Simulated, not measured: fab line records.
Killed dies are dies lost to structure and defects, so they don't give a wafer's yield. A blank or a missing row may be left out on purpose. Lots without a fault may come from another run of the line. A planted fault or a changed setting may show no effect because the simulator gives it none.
Matching of chambers | flow n5 finfet | N5_BEOL_M2_ETCH_70 on rie diel-06: 4 sister chambers
The step etches SOC in N2/H2, target depth 80 nm, overetch 24 nm, time 130 s. 4 wafers are shown with their chamber, then 8 later ones without.

WAFERS WITH THEIR CHAMBER
wafer  | chamber | drypump motor current A (A)
L084.3 | 1       | 5.5
L084.4 | 3       | 5.7
L090.3 | 2       | 6.4
L091.2 | 0       | 4.8

WAFERS MISSING THEIR CHAMBER
wafer  | drypump motor current A (A)
L091.4 | 5.5
L091.5 | 4.9
L093.1 | 5.6
L093.2 | 5.7
L093.6 | 6.4
L096.1 | 6.4
L096.2 | 4.8
L096.5 | 5.6

CHAMBER TAKEN BY EACH
wafer  | from the rows above     | in truth
L091.4 | 1                       | 1
L091.5 | 0                       | 0
L093.1 | can't be placed: 1 or 3 | 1
L093.2 | 3                       | 3
L093.6 | 2                       | 2
L096.1 | 2                       | 2
L096.2 | 0                       | 0
L096.5 | can't be placed: 1 or 3 | 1
Correctly placed: 6 of 8. Can't be placed from these rows: 2 (the true chamber is among the candidates in 2). Placed wrongly: 0.
How it was worked out, from the rows above alone: a wafer's distance from a chamber is the root of the sum, over the readings, of the square of ((its reading less the chamber's mean) divided by the reading's scatter). The wafer belongs to the nearest chamber; if the next one is less than 2 further off, it can't be placed. For every chamber, the mean is computed from those of its wafers that are shown. The scatter (one wafer shown for each chamber): square how far every hidden wafer sits from the nearest shown wafer, average those squares and take the square root.
